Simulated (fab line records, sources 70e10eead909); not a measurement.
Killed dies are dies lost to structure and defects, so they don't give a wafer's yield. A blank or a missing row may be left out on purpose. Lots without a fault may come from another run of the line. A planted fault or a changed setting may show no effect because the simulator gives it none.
fab line records | flow nand_harc | part 1 of 2: steps 1 to 4 of 6
record lots=19 wafers=57 last_day=33
route steps=1302 shown A_STAIRCASE@733
lots that met no fault: from a run of the same line without faults
start_h: hours from the record's first day to the start of the lot's first wafer shown | wait_h: hours since the lot's step before | " the same as in the row above | L1.1+2: a row that stands for several wafers | - no value, or no start given | * or withheld: withheld | < > ~ a bound
route shown NAME@n: a module of which the file shows steps, and the number in the route of the first | usual: mean/standard deviation of fault-free wafers | same: alike in all rows | chamber/n: place in a boat | sites: the reading at each site | _std_site: their standard deviation | _edge_site: outer sites' mean less inner sites' | radius_mm: how far each site lies from the wafer's centre | mask NAME#n: copy n | behind: the tool/chamber that last shaped the wafer | hold: why the lot was held/for how many hours/how that ended | device: the transistor (n, p or np) that didn't switch | end of line: the same wafers' tests at the end of the route | a step without rows: its recipe alone | killed: dies lost to structure and defects at the first sort, not the wafer's yield | map: a wafer's dies, x killed, . not, _ none there
set.NAME: the setting as run; set.NAME@STEP: as run at that earlier step | model.NAME: the simulator's own value behind a step, which no gauge read
steps of the route over a sample of lots; a table a step, a row a wafer
services: from which hour (start_h, from the record's first day; less than 0 if before it) a tool's chamber was out of use, for how many hours, and why
## steps
# step NHARC_A_STAIRCASE_DESCUM_219
# recipe time_s=3 o2_flow_sccm=200 ar_flow_sccm=0 bias_power_w=0 chemistry=O2
# usual drypump_motor_current_A=5.8/0.41 o2_flow_sccm=199.9/0.63 oes_product_au=1.000/0.0082 rf_vpp_V=57.7/0.87 showerhead_plenum_p_Torr=1.86/0.081 throttle_valve_pct=11.312/0.0094
# same bias_power_w=0
# columns lot.wafer tool chamber start_h wait_h drypump_motor_current_A o2_flow_sccm oes_product_au rf_hours_counter_h rf_vpp_V showerhead_plenum_p_Torr throttle_valve_pct
L074.1 rie_diel-12 3 359.07 - 5.7 200.9 0.985 30 58.3 1.85 11.312
L074.3 " 1 " " 5.1 200.8 0.991 23 57.4 1.88 11.301
L074.6 " 0 " " 6.6 200.2 0.998 - 56.9 1.82 11.313
L076.4 rie_diel-07 1 385.04 - 5.7 199.9 1.000 25 57.0 1.86 11.302
L076.2 " 2 " " 5.4 200.2 0.991 26 57.0 1.82 11.306
L076.3 " 3 " " 5.5 199.6 0.998 25 57.1 1.91 11.314
L075.3 rie_diel-07 1 388.59 - 5.7 200.2 1.001 26 57.6 1.86 11.327
L075.5 " 0 " " 5.4 199.7 1.002 - 57.2 1.77 11.310
L075.6 " 1 " " 5.7 198.8 0.991 - 56.8 1.86 11.308
L077.4 rie_diel-04 1 398.87 - 5.7 200.5 1.001 10 58.0 2.07 11.320
L077.3 " 2 " " 5.7 199.9 0.999 11 58.7 1.92 11.308
L077.5 " 0 " " 5.6 199.6 1.006 - 56.7 1.77 11.292
L078.2 rie_diel-12 1 405.08 - 5.2 200.7 0.999 33 58.9 1.87 11.316
L078.3 " 2 " " 6.0 199.7 0.996 40 56.9 1.82 11.312
L078.6 " 1 " " 5.2 200.7 0.996 - 59.2 1.87 11.310
L080.4 rie_diel-12 2 427.03 - 6.1 200.9 0.992 47 58.5 1.81 11.321
L080.1 " 3 " " 5.7 200.4 0.997 53 56.3 1.84 11.307
L080.5 " 3 " " 5.7 200.5 0.992 - 56.7 1.84 11.296
L081.1 rie_diel-04 2 427.71 - 5.7 199.2 0.984 20 57.9 1.91 11.317
L081.6 " 1 " " 5.7 200.7 0.994 - 56.8 2.07 11.314
L081.4 " 2 " " 5.7 200.6 0.987 - 57.2 1.91 11.323
L082.2 rie_diel-07 2 441.23 - 5.4 200.3 0.993 45 58.3 1.81 11.305
L082.5 " 3 " " 5.5 199.1 1.013 - 58.0 1.91 11.328
L082.6 " 0 " " 5.5 199.9 1.008 - 56.7 1.76 11.295
L085.1 rie_diel-04 3 462.37 - 6.3 200.6 1.010 33 60.2 1.89 11.334
L085.4 " 3 " " 6.3 198.9 0.997 - 58.6 1.89 11.312
L085.5 " 2 " " 5.7 200.3 1.004 - 58.3 1.91 11.328
L083.4 rie_diel-12 0 462.68 - 6.6 200.4 1.000 1 57.9 1.81 11.313
L083.2 " 1 " " 5.1 199.6 0.998 1 56.6 1.87 11.318
L083.6 " 3 " " 5.7 199.4 1.005 - 57.3 1.84 11.302
L084.4 rie_diel-04 1 465.41 - 5.7 198.1 1.008 - 58.9 2.06 11.306
L084.3 " 3 " " 6.3 199.0 0.993 - 57.8 1.89 11.317
L084.5 " 1 " " 5.7 199.3 0.994 - 58.0 2.06 11.322
L088.3 rie_diel-12 3 512.90 - 5.7 199.9 1.008 20 58.5 1.83 11.315
L088.4 " 0 " " 6.6 199.9 1.017 22 56.0 1.81 11.318
L088.6 " 1 " " 5.1 200.5 1.003 - 56.6 1.86 11.316
L089.4 rie_diel-04 1 514.19 - 5.7 200.4 1.004 52 58.7 2.06 11.289
L089.6 " 0 " " 5.6 201.2 0.996 - 58.4 1.76 11.315
L089.5 " 1 " " 5.7 200.6 1.006 - 57.9 2.06 11.330
L090.4 rie_diel-12 0 530.72 - 6.6 200.5 1.011 28 57.6 1.80 11.296
L090.1 " 2 " " 6.1 199.7 0.996 28 57.9 1.80 11.300
L090.6 " 0 " " 6.6 201.5 1.013 - 57.6 1.80 11.295
L092.4 rie_diel-12 2 544.71 - 6.0 199.3 1.009 31 57.3 1.80 11.320
L092.3 " 0 " " 6.6 199.8 1.007 35 57.9 1.80 11.318
L092.5 " 2 " " 6.0 200.1 1.001 - 59.4 1.80 11.303
L093.3 rie_diel-12 2 548.69 - 6.0 199.8 0.995 32 55.6 1.80 11.311
L093.1 " 3 " " 5.7 200.3 1.001 35 56.2 1.83 11.308
L093.2 " 0 " " 6.6 199.6 1.015 37 57.8 1.80 11.317
L095.3 rie_diel-04 2 576.15 - 5.6 199.0 0.988 10 58.3 1.90 11.283
L095.6 " 2 " " 5.6 199.0 0.984 - 57.7 1.90 11.320
L095.5 " 3 " " 6.3 199.0 0.991 - 59.7 1.87 11.303
L097.3 rie_diel-12 1 590.83 - 5.1 199.0 1.008 50 58.8 1.85 11.321
L097.6 " 1 " " 5.1 200.8 1.007 - 58.3 1.85 11.307
L097.5 " 2 " " 6.1 200.4 1.010 - 57.0 1.80 11.320
L096.3 rie_diel-12 0 591.32 - 6.6 199.4 1.003 52 57.6 1.80 11.306
L096.2 " 3 " " 5.8 201.1 1.001 47 57.3 1.83 11.318
L096.6 " 0 " " 6.6 200.6 1.008 - 58.2 1.80 11.328
# step NHARC_A_STAIRCASE_TRIM_222
# recipe time_s=211.2 o2_flow_sccm=500 ar_flow_sccm=0 bias_w=0 chemistry=O2
# usual drypump_motor_current_A=5.8/0.41 o2_flow_sccm=500.3/1.4 oes_product_au=1.000/0.008 rf_vpp_V=57.5/0.91 showerhead_plenum_p_Torr=3.45/0.14 throttle_valve_pct=17.037/0.0094
# columns lot.wafer tool chamber start_h wait_h drypump_motor_current_A o2_flow_sccm oes_product_au rf_hours_counter_h rf_vpp_V showerhead_plenum_p_Torr throttle_valve_pct
L074.1 rie_diel-12 1 - - 5.1 499.6 0.996 23 56.3 3.46 17.033
L074.3 " 2 " " 6.0 500.8 1.005 28 56.7 3.37 17.045
L074.6 " 2 " " 6.1 500.2 0.990 - 56.2 3.37 17.043
L076.2 rie_diel-07 0 - - 5.5 501.7 1.001 25 55.7 3.28 17.023
L076.3 " 1 " " 5.7 501.9 0.999 25 57.5 3.44 17.036
L076.4 " 2 " " 5.4 500.8 0.995 26 56.7 3.37 17.053
L075.3 rie_diel-07 2 - - 5.4 501.5 1.003 27 56.0 3.37 17.036
L075.5 " 1 " " 5.7 502.4 0.983 - 57.8 3.44 17.032
L075.6 " 2 " " 5.4 500.7 0.999 - 57.3 3.37 17.061
L077.3 rie_diel-04 3 - - 6.3 498.5 0.996 12 57.3 3.49 17.019
L077.4 " 1 " " 5.7 502.0 0.995 11 57.7 3.80 17.026
L077.5 " 2 " " 5.7 500.4 1.000 - 57.8 3.53 17.041
L078.2 rie_diel-12 3 - - 5.8 499.9 1.003 47 56.3 3.41 17.034
L078.3 " 2 " " 6.1 498.0 0.994 40 56.0 3.36 17.053
L078.6 " 3 " " 5.7 498.7 1.001 - 56.8 3.41 17.048
L080.1 rie_diel-12 0 - - 6.6 500.0 1.001 47 58.1 3.36 17.041
L080.4 " 1 " " 5.2 501.6 0.983 41 56.1 3.45 17.048
L080.5 " 3 " " 5.7 499.5 0.991 - 58.1 3.41 17.030
L081.1 rie_diel-04 2 - - 5.7 499.2 0.992 24 58.8 3.53 17.024
L081.4 " 1 " " 5.7 498.2 1.001 23 58.4 3.80 17.039
L081.6 " 3 " " 6.3 498.2 0.997 - 58.6 3.49 17.040
L082.2 rie_diel-07 3 - - 5.5 498.4 1.001 43 57.9 3.52 17.038
L082.5 " 0 " " 5.5 502.2 1.007 - 57.1 3.27 17.043
L082.6 " 1 " " 5.7 498.0 1.004 - 57.5 3.43 17.028
L085.1 rie_diel-04 1 - - 5.7 498.7 1.013 33 58.4 3.79 17.047
L085.4 " 2 " " 5.7 500.1 0.992 - 58.9 3.52 17.041
L085.5 " 1 " " 5.7 499.1 1.012 - 58.5 3.79 17.030
L083.2 rie_diel-12 3 - - 5.8 500.4 1.020 1 58.5 3.40 17.040
L083.4 " 0 " " 6.6 500.5 1.017 1 56.7 3.35 17.034
L083.6 " 3 " " 5.8 501.7 1.018 - 58.0 3.40 17.039
L084.4 rie_diel-04 3 - - 6.3 500.2 1.000 - 57.7 3.48 17.023
L084.3 " 1 " " 5.7 500.5 1.000 - 58.2 3.79 17.038
L084.5 " 3 " " 6.3 501.2 1.006 - 57.7 3.48 17.040
L088.4 rie_diel-12 3 - - 5.8 498.4 1.002 21 59.1 3.39 17.032
L088.3 " 0 " " 6.6 501.5 1.013 22 55.8 3.34 17.038
L088.6 " 2 " " 6.1 498.5 1.015 - 56.0 3.34 17.031
L089.4 rie_diel-04 3 - - 6.3 499.3 1.004 56 58.2 3.47 17.028
L089.5 " 1 " " 5.7 500.0 1.007 - 57.9 3.78 17.044
L089.6 " 2 " " 5.7 499.9 0.990 - 58.1 3.52 17.026
L090.1 rie_diel-12 1 - - 5.2 500.1 0.994 27 57.1 3.44 17.040
L090.6 " 0 " " 6.5 499.8 1.003 - 57.5 3.34 17.031
L090.4 " 3 " " 5.7 498.3 1.006 - 56.2 3.39 17.024
L092.4 rie_diel-12 1 - - 5.2 500.1 0.993 34 58.0 3.43 17.041
L092.3 " 3 " " 5.7 500.2 0.993 33 56.9 3.39 17.034
L092.5 " 0 " " 6.6 501.5 1.019 - 57.2 3.33 17.028
L093.3 rie_diel-12 1 - - 5.1 502.6 0.990 36 57.5 3.43 17.049
L093.1 " 3 " " 5.8 502.0 1.005 35 58.1 3.39 17.050
L093.2 " 0 " " 6.6 501.0 1.014 37 58.0 3.33 17.033
L095.3 rie_diel-04 1 - - 5.7 500.4 0.994 9 57.6 3.77 17.040
L095.6 " 2 " " 5.7 499.5 0.996 - 57.1 3.51 17.027
L095.5 " 3 " " 6.3 503.0 1.000 - 58.4 3.46 17.044
L097.3 rie_diel-12 2 - - 6.1 500.6 0.999 43 57.8 3.33 17.037
L097.6 " 1 " " 5.1 498.4 0.997 - 57.6 3.42 17.040
L097.5 " 2 " " 6.1 500.9 1.002 - 57.7 3.33 17.039
L096.3 rie_diel-12 2 - - 6.1 501.5 1.018 48 59.6 3.33 17.045
L096.2 " 0 " " 6.6 497.6 1.000 54 57.3 3.33 17.042
L096.6 " 3 " " 5.8 500.2 1.014 - 59.0 3.38 17.038
# step NHARC_A_STAIRCASE_TRIM_224
# recipe time_s=211.2 o2_flow_sccm=500 ar_flow_sccm=0 bias_w=0 chemistry=O2
# usual drypump_motor_current_A=5.8/0.42 o2_flow_sccm=500.0/1.4 oes_product_au=1.000/0.0083 rf_vpp_V=57.6/0.86 showerhead_plenum_p_Torr=3.44/0.14 throttle_valve_pct=17.037/0.0082
# columns lot.wafer tool chamber start_h wait_h drypump_motor_current_A o2_flow_sccm oes_product_au rf_hours_counter_h rf_vpp_V showerhead_plenum_p_Torr throttle_valve_pct
L074.3 rie_diel-12 3 - - 5.7 500.2 0.998 30 56.2 3.42 17.028
L074.1 " 0 " " 6.6 501.3 1.004 25 56.7 3.37 17.038
L074.6 " 3 " " 5.7 499.9 0.996 - 58.4 3.42 17.046
L076.3 rie_diel-07 1 - - 5.7 499.0 0.999 25 56.4 3.44 17.043
L076.2 " 2 " " 5.5 497.9 1.003 26 58.1 3.37 17.036
L076.4 " 0 " " 5.5 501.9 0.996 25 56.8 3.28 17.031
L075.3 rie_diel-07 0 - - 5.5 498.2 0.998 26 58.6 3.28 17.036
L075.6 " 3 " " 5.5 497.3 0.993 - 58.5 3.52 17.020
L075.5 " 0 " " 5.5 500.2 1.001 - 57.8 3.28 17.033
L077.4 rie_diel-04 0 - - 5.6 500.9 0.995 11 57.0 3.29 17.045
L077.3 " 1 " " 5.8 502.0 1.009 11 58.5 3.80 17.040
L077.5 " 3 " " 6.4 500.9 0.997 - 59.2 3.49 17.045
L078.3 rie_diel-12 3 - - 5.8 498.6 0.987 47 57.6 3.41 17.035
L078.2 " 1 " " 5.2 501.0 0.987 34 56.8 3.46 17.033
L078.6 " 1 " " 5.2 501.7 0.990 - 57.7 3.46 17.047
L080.1 rie_diel-12 3 - - 5.7 501.0 1.003 55 58.9 3.41 17.026
L080.4 " 0 " " 6.6 498.4 1.000 51 56.9 3.35 17.027
L080.5 " 3 " " 5.7 500.3 1.009 - 58.1 3.41 17.031
L081.1 rie_diel-04 0 - - 5.6 500.8 1.005 19 57.7 3.28 17.043
L081.4 " 3 " " 6.3 499.1 0.994 24 56.9 3.49 17.044
L081.6 " 0 " " 5.6 501.4 1.001 - 56.6 3.28 17.038
L082.2 rie_diel-07 0 - - 5.5 499.2 1.006 42 57.0 3.27 17.028
L082.5 " 3 " " 5.5 501.0 1.008 - 58.5 3.51 17.035
L082.6 " 0 " " 5.5 499.5 1.008 - 57.7 3.27 17.031
L085.1 rie_diel-04 3 - - 6.3 498.7 1.002 33 56.4 3.48 17.045
L085.5 " 1 " " 5.7 498.8 1.010 - 58.3 3.79 17.048
L085.4 " 3 " " 6.3 501.6 1.011 - 57.1 3.48 17.042
L083.4 rie_diel-12 3 - - 5.7 500.8 1.001 5 58.3 3.40 17.053
L083.2 " 1 " " 5.1 502.3 0.988 4 56.6 3.45 17.042
L083.6 " 3 " " 5.7 501.4 1.006 - 56.7 3.40 17.045
L084.3 rie_diel-04 3 - - 6.3 498.2 1.000 - 58.3 3.48 17.032
L084.4 " 1 " " 5.7 502.2 1.005 - 57.7 3.79 17.027
L084.5 " 3 " " 6.3 499.6 0.990 - 56.3 3.48 17.040
L088.4 rie_diel-12 3 - - 5.7 500.5 1.007 21 56.7 3.39 17.051
L088.3 " 0 " " 6.6 501.8 1.010 22 57.8 3.34 17.035
L088.6 " 2 " " 6.1 500.3 0.993 - 57.2 3.34 17.032
L089.4 rie_diel-04 2 - - 5.7 500.0 0.991 45 58.0 3.52 17.051
L089.6 " 0 " " 5.6 499.5 1.006 - 57.1 3.27 17.035
L089.5 " 1 " " 5.7 501.1 1.011 - 57.7 3.78 17.031
L090.1 rie_diel-12 3 - - 5.7 500.0 1.007 26 57.5 3.39 17.035
L090.6 " 3 " " 5.8 501.1 1.009 - 57.3 3.39 17.031
L090.4 " 1 " " 5.2 499.4 0.991 - 57.2 3.44 17.028
L092.3 rie_diel-12 3 - - 5.7 499.2 1.017 34 57.9 3.39 17.046
L092.4 " 2 " " 6.0 499.3 0.998 31 56.4 3.34 17.047
L092.5 " 0 " " 6.6 499.7 1.010 - 58.6 3.33 17.029
L093.2 rie_diel-12 3 - - 5.7 501.4 1.002 35 59.4 3.39 17.037
L093.3 " 0 " " 6.6 500.7 1.007 37 58.4 3.33 17.041
L093.1 " 1 " " 5.2 498.2 0.994 36 58.7 3.43 17.030
L095.3 rie_diel-04 3 - - 6.4 498.2 0.999 11 57.8 3.46 17.037
L095.5 " 1 " " 5.8 498.1 0.990 - 58.9 3.77 17.038
L095.6 " 2 " " 5.7 500.2 0.990 - 57.5 3.51 17.025
L097.3 rie_diel-12 0 - - 6.6 500.4 1.004 52 57.6 3.33 17.038
L097.6 " 3 " " 5.7 498.9 1.005 - 57.6 3.38 17.029
L097.5 " 0 " " 6.6 498.5 1.014 - 58.3 3.33 17.031
L096.3 rie_diel-12 2 - - 6.0 500.3 1.007 48 58.2 3.33 17.037
L096.2 " 3 " " 5.7 498.7 1.019 51 56.9 3.38 17.036
L096.6 " 2 " " 6.0 501.0 1.001 - 57.5 3.33 17.032
# step NHARC_A_STAIRCASE_DESCUM_252
# recipe time_s=3 o2_flow_sccm=200 ar_flow_sccm=0 bias_power_w=0 chemistry=O2
# usual drypump_motor_current_A=5.7/0.35 o2_flow_sccm=200.1/0.59 oes_product_au=0.999/0.0075 rf_vpp_V=57.6/0.87 showerhead_plenum_p_Torr=1.89/0.095 throttle_valve_pct=11.312/0.0099
# same bias_power_w=0
# columns lot.wafer tool chamber start_h wait_h drypump_motor_current_A o2_flow_sccm oes_product_au rf_hours_counter_h rf_vpp_V showerhead_plenum_p_Torr throttle_valve_pct
L074.3 rie_diel-07 0 365.65 - 5.5 200.7 1.007 18 56.1 1.77 11.321
L074.1 " 3 " " 5.4 199.5 1.013 18 58.1 1.91 11.298
L074.6 " 1 " " 5.7 199.4 1.009 - 56.8 1.86 11.297
L076.2 rie_diel-04 0 388.84 - 5.6 199.4 0.999 6 57.3 1.77 11.309
L076.3 " 1 " " 5.7 200.9 1.003 7 58.2 2.07 11.291
L076.4 " 3 " " 6.3 199.5 1.007 7 57.8 1.90 11.329
L075.3 rie_diel-12 1 392.48 - 5.2 201.3 0.992 31 56.6 1.87 11.310
L075.5 " 0 " " 6.6 199.7 1.008 - 57.8 1.82 11.300
L075.6 " 1 " " 5.2 201.2 0.998 - 56.7 1.87 11.315
L077.3 rie_diel-04 2 402.65 - 5.7 201.2 0.991 13 58.1 1.92 11.317
L077.4 " 3 " " 6.4 201.0 1.002 14 59.7 1.89 11.317
L077.5 " 1 " " 5.7 200.6 0.990 - 58.4 2.07 11.325
L078.2 rie_diel-07 1 409.06 - 5.7 199.8 1.001 35 56.2 1.86 11.307
L078.3 " 3 " " 5.5 199.9 1.008 33 56.7 1.91 11.305
L078.6 " 1 " " 5.7 200.1 0.992 - 56.9 1.86 11.317
L080.1 rie_diel-07 3 433.77 - 5.5 199.9 1.008 42 59.1 1.91 11.316
L080.4 " 0 " " 5.5 200.1 1.013 41 58.1 1.77 11.325
L080.5 " 3 " " 5.5 199.4 1.013 - 56.9 1.91 11.315
L081.1 rie_diel-12 1 435.43 - 5.1 200.3 0.993 46 59.3 1.87 11.314
L081.4 " 3 " " 5.7 200.7 0.999 56 57.5 1.84 11.295
L081.6 " 1 " " 5.1 199.7 0.998 - 58.0 1.87 11.314
L082.2 rie_diel-04 2 445.02 - 5.7 199.3 0.981 26 57.8 1.91 11.310
L082.6 " 3 " " 6.3 199.9 0.995 - 58.5 1.89 11.321
L082.5 " 0 " " 5.6 200.7 0.993 - 56.7 1.77 11.303
L085.4 rie_diel-12 0 466.79 - 6.5 199.1 1.010 4 57.7 1.81 11.315
L085.1 " 1 " " 5.2 199.8 0.982 4 59.8 1.87 11.309
L085.5 " 3 " " 5.8 199.7 1.015 - 57.6 1.84 11.320
L083.2 rie_diel-04 1 469.23 - 5.7 200.1 1.005 36 58.7 2.06 11.297
L083.4 " 1 " " 5.8 199.7 1.016 - 57.5 2.06 11.300
L083.6 " 1 " " 5.8 199.4 1.006 - 58.7 2.06 11.308
L084.4 rie_diel-04 3 470.12 - 6.3 200.5 1.003 - 58.7 1.89 11.308
L084.3 " 1 " " 5.7 200.1 0.989 - 58.6 2.06 11.332
L084.5 " 1 " " 5.7 200.3 1.002 - 58.7 2.06 11.321
L088.4 rie_diel-04 2 516.78 - 5.7 201.2 1.000 46 58.9 1.91 11.316
L088.3 " 1 " " 5.7 201.4 1.006 53 59.6 2.06 11.305
L088.6 " 3 " " 6.3 200.5 1.003 - 57.2 1.88 11.315
L089.4 rie_diel-04 2 518.01 - 5.7 200.2 0.997 46 58.8 1.91 11.307
L089.6 " 1 " " 5.7 200.6 1.005 - 58.4 2.06 11.326
L089.5 " 2 " " 5.7 200.2 0.991 - 57.1 1.91 11.321
L090.1 rie_diel-07 2 534.67 - 5.4 200.5 0.993 15 57.8 1.80 11.301
L090.4 " 3 " " 5.5 200.3 0.998 17 58.6 1.90 11.300
L090.6 " 3 " " 5.4 200.0 0.988 - 57.4 1.90 11.312
L092.4 rie_diel-04 2 548.39 - 5.7 198.5 0.998 2 56.4 1.90 11.301
L092.3 " 3 " " 6.3 199.5 1.003 2 57.5 1.88 11.325
L092.5 " 3 " " 6.3 199.7 0.994 - 57.0 1.88 11.311
L093.1 rie_diel-12 2 552.37 - 6.0 200.0 1.009 33 57.7 1.80 11.306
L093.3 " 3 " " 5.7 200.2 1.005 36 59.2 1.83 11.308
L093.2 " 0 " " 6.6 200.4 1.015 38 56.6 1.80 11.311
L095.3 rie_diel-04 1 580.32 - 5.7 200.2 1.003 10 57.5 2.05 11.304
L095.5 " 0 " " 5.6 200.2 1.006 - 58.4 2.07 11.309
L095.6 " 1 " " 5.7 199.3 1.008 - 58.1 2.05 11.321
L097.3 rie_diel-07 1 597.35 - 5.7 200.3 1.006 39 56.4 1.84 11.312
L097.6 " 1 " " 5.7 200.3 0.997 - 57.7 1.84 11.323
L097.5 " 2 " " 5.4 199.9 0.995 - 58.4 1.80 11.321
L096.3 rie_diel-07 1 598.01 - 5.7 200.3 0.989 39 57.1 1.84 11.311
L096.2 " 2 " " 5.4 200.4 0.988 35 56.4 1.80 11.307
L096.6 " 0 " " 5.4 199.2 0.991 - 58.5 2.06 11.323
